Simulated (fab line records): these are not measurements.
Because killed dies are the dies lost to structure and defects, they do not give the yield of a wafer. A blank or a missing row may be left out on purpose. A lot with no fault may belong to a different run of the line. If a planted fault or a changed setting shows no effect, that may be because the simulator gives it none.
Chamber matching :: flow n5_finfet :: 4 sister chambers for N5_SD_EPI_N_LINER_46 on ald_sin-04
The step material SiNx, target thk 3 nm. 8 wafers are shown with their chamber, then 11 later ones without.

EACH WAFER AND ITS CHAMBER
wafer: L611.1
chamber: 3
heater_power_outer_w (W): 500
heater_power_w (W): 826

wafer: L611.5
chamber: 1
heater_power_outer_w (W): 555
heater_power_w (W): 835

wafer: L612.1
chamber: 1
heater_power_outer_w (W): 555
heater_power_w (W): 827

wafer: L612.6
chamber: 0
heater_power_outer_w (W): 510
heater_power_w (W): 820

wafer: L613.1
chamber: 3
heater_power_outer_w (W): 504
heater_power_w (W): 830

wafer: L613.3
chamber: 2
heater_power_outer_w (W): 634
heater_power_w (W): 1015

wafer: L613.4
chamber: 0
heater_power_outer_w (W): 502
heater_power_w (W): 841

wafer: L617.1
chamber: 2
heater_power_outer_w (W): 636
heater_power_w (W): 992

WAFERS MISSING THEIR CHAMBER
wafer: L617.2
heater_power_outer_w (W): 492
heater_power_w (W): 811

wafer: L617.4
heater_power_outer_w (W): 551
heater_power_w (W): 818

wafer: L618.1
heater_power_outer_w (W): 497
heater_power_w (W): 828

wafer: L618.2
heater_power_outer_w (W): 659
heater_power_w (W): 1008

wafer: L618.4
heater_power_outer_w (W): 547
heater_power_w (W): 860

wafer: L621.2
heater_power_outer_w (W): 499
heater_power_w (W): 833

wafer: L621.3
heater_power_outer_w (W): 548
heater_power_w (W): 842

wafer: L621.4
heater_power_outer_w (W): 507
heater_power_w (W): 850

wafer: L626.1
heater_power_outer_w (W): 624
heater_power_w (W): 945

wafer: L626.3
heater_power_outer_w (W): 528
heater_power_w (W): 811

wafer: L626.5
heater_power_outer_w (W): 499
heater_power_w (W): 794

THE CHAMBER EACH PASSED THROUGH
wafer: L617.2
from the rows above: can't be placed: 3 or 0
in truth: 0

wafer: L617.4
from the rows above: 1
in truth: 1

wafer: L618.1
from the rows above: can't be placed: 3 or 0
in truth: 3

wafer: L618.2
from the rows above: 2
in truth: 2

wafer: L618.4
from the rows above: 1
in truth: 1

wafer: L621.2
from the rows above: can't be placed: 3 or 0
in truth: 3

wafer: L621.3
from the rows above: 1
in truth: 1

wafer: L621.4
from the rows above: can't be placed: 0 or 3
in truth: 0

wafer: L626.1
from the rows above: 2
in truth: 2

wafer: L626.3
from the rows above: can't be placed: 0 or 3 or 1
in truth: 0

wafer: L626.5
from the rows above: can't be placed: 3 or 0
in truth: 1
Correct placement for 5 of the 11. Can't be placed from these rows: 6 (the true chamber is among the candidates in 5). Number placed wrongly: 0.
How it was worked out, from the rows above alone: a wafer's distance from a chamber is the root of the sum, over the readings, of the square of ((its reading less the chamber's mean) divided by the reading's scatter). The wafer belongs to the nearest chamber; if the next one is less than 2 further off, it can't be placed. The mean given for a chamber averages the wafers shown for that chamber. The scatter: take each reading less its chamber's mean, square it, sum over the shown wafers, divide by the number of wafers less the number of chambers, and take the root.
